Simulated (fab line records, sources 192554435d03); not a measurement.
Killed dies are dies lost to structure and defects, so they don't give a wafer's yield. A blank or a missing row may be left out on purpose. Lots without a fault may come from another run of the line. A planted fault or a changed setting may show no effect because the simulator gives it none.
Chamber matching | flow n5_finfet | N5_BEOL_M9_CURE_72 on uv_cure-01: 3 sister chambers
The step cures SiCOH lowk, time 120 s. 14 wafers are shown with their chamber, then 7 later ones without.

WAFERS WITH THEIR CHAMBER
wafer  | chamber | wafer_temp_C_max | lamp_power_pct (%)
L081.1 | 2       | 372.7            | 52.31
L081.5 | 2       | 372.0            | 52.25
L081.6 | 2       | 373.0            | 52.42
L085.1 | 0       | 372.0            | 52.34
L085.2 | 0       | 371.6            | 52.33
L085.6 | 0       | 371.9            | 52.35
L084.1 | 1       | 372.0            | 52.22
L084.3 | 1       | 371.5            | 52.38
L084.4 | 1       | 371.7            | 52.34
L090.2 | 0       | 371.7            | 52.35
L090.4 | 0       | 371.9            | 52.25
L090.6 | 0       | 371.5            | 52.24
L092.1 | 2       | 371.8            | 52.29
L092.2 | 2       | 372.2            | 52.31

SIGNATURES (means of the wafers above)
reading          | chamber 0 | chamber 1 | chamber 2 | scatter within a chamber
wafer_temp_C_max | 371.767   | 371.733   | 372.340   | 0.345
lamp_power_pct   | 52.3100   | 52.3133   | 52.3160   | 0.0624
Rule: a wafer's distance from a chamber is the root of the sum, over the readings, of the square of ((its reading less the chamber's mean) divided by the reading's scatter). The wafer belongs to the nearest chamber; if the next one is less than 2 further off, it can't be placed. The scatter: the root of (the sum of the squares of (reading less its chamber's mean) over the shown wafers, divided by (wafers less chambers)).

WAFERS WITHOUT THEIR CHAMBER
wafer  | wafer_temp_C_max | lamp_power_pct (%)
L092.3 | 372.3            | 52.32
L096.2 | 371.9            | 52.33
L096.3 | 372.9            | 52.35
L096.6 | 372.8            | 52.32
L097.1 | 371.1            | 52.24
L097.3 | 371.7            | 52.33
L097.6 | 372.0            | 52.29

WHICH CHAMBER EACH WENT THROUGH
wafer  | from the rows above          | in truth
L092.3 | can't be placed: 2 or 0 or 1 | 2
L096.2 | can't be placed: 0 or 1 or 2 | 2
L096.3 | can't be placed: 2 or 0 or 1 | 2
L096.6 | can't be placed: 2 or 0 or 1 | 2
L097.1 | can't be placed: 1 or 0 or 2 | 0
L097.3 | can't be placed: 1 or 0 or 2 | 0
L097.6 | can't be placed: 0 or 1 or 2 | 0
Placed correctly: 0 of 7. Can't be placed from these rows: 7 (the true chamber is among the candidates in 7). Placed wrongly: 0.
